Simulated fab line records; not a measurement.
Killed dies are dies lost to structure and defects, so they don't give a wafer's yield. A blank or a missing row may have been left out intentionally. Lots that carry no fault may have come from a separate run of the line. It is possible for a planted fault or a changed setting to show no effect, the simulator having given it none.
Problem report in the 8D (eight disciplines) form, filled by code | flow n5_finfet | the parts of the form that need people (team, actions taken, sign-off) are left out

1. WHAT IS WRONG
raw_defect_count at N5_BEOL_M9_INSPECT_30 reads a mean of 947 on 6 wafers of 2 lots; wafers without a fault read 414 with a standard deviation of 90. That puts it +5.9 standard deviations away from the usual mean.
The step: inspects for defects (brightfield).
First seen on wafer L202.3, day 13 13:02, on defect_inspect-01. Wafers with a number at this step in the record: 30, from 10 lots. Rule for "out", or "out of limits": more than 4 standard deviations from the usual mean. All remaining wafers that have a number are taken as sound.

2. WHAT IT IS, WHAT IT ISN'T
question                    | is                                   | is not
which readings at this step | raw_defect_count                     | -
which lots                  | L202, L204                           | L193, L194, L196, L197, L198, L207, L208, L210
which wafers of those lots  | all that have a number               | -
read on which gauges        | defect_inspect-01, defect_inspect-02 | -
when                        | from day 13 13:02                    | up to then (15 sound wafers); but 9 sound wafers of L207, L208, L210 came after

3. SUSPECTS, AND WHAT RULES EACH OUT
Counting: any tool at a process step up to the reading is kept as a suspect provided that every lot that is out went through it and no sound lot did after the first of them.
- the gauge at N5_BEOL_M9_INSPECT_30: ruled out. Those wafers that are out were read across 2 gauges (defect_inspect-01, defect_inspect-02).
- pvd_sputter-03 at N5_BEOL_M9_HM_DEP_02 (deposits TiN, target thk 20 nm): ruled out as a lasting fault. Sound lots L207, L208 ran on it after its first lot that is out, L202 (day 13 04:56).
- rie_diel-02 at N5_BEOL_M9_STRIP_19 (strips in O2): kept. It processed each lot that is out, first L202 at day 13 05:54, and no sound lot thereafter; up to then, the last sound lot it processed was L197 at day 12 06:50.
After counting, what remains is rie_diel-02 at N5_BEOL_M9_STRIP_19.

4. THE CAUSE (what the simulator had put in)
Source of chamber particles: rie_diel-02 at N5_BEOL_M9_STRIP_19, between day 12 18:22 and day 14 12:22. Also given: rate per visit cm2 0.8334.
Counting left only this tool.

5. THE CHAIN OF EFFECTS, in route order
Rows list readings where the struck wafers' mean (over those with a number) sits beyond 3 standard deviations from the usual. Only readings whose record carries a usual standard deviation are examined. hours: median over the lots of the time between each lot's start at the first step of this table that gives one and its start at this step. sigmas: the change, counted in usual standard deviations.
hours | step                    | reading              | usual  | on struck wafers | change | sigmas
0     | N5_BEOL_M9_INSPECT_30   | raw_defect_count     | 414    | 947              | +533   | +5.9
63    | N5_PASSIVATION_PROBE_49 | defect_limited_yield | 91.2 % | 83.9             | -7.3   | -4.9
63    | N5_PASSIVATION_PROBE_49 | killed_at_M4_up      | 13     | 109              | +96    | +17
63    | N5_PASSIVATION_PROBE_49 | killed_dies          | 104    | 190              | +86    | +4.8
63    | N5_PASSIVATION_PROBE_49 | sort_bin_5_function  | 5.2 %  | 10.1             | +4.9   | +5.1
63    | N5_PASSIVATION_PROBE_49 | sort_n_pass          | 1076   | 990              | -86    | -4.8
63    | N5_PASSIVATION_PROBE_49 | sort_yield_pct       | 91.2 % | 83.9             | -7.3   | -4.9
Its process steps:
- N5_PASSIVATION_PROBE_49

6. WHAT WOULD HAVE CAUGHT IT SOONER
The first out-of-limits reading at a measuring or inspecting step in this record came at day 13 13:02, 19 hours after the fault's start at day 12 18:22.
Of the tool readings at N5_BEOL_M9_STRIP_19 for which the record gives a usual standard deviation, none was out on any struck wafer, so an alarm limit of 4 standard deviations on them would not have fired.
Lots out: 2; of these, L204 started N5_BEOL_M9_STRIP_19 on rie_diel-02 after day 13 13:02. A tool hold placed at that time would have kept it from harm.
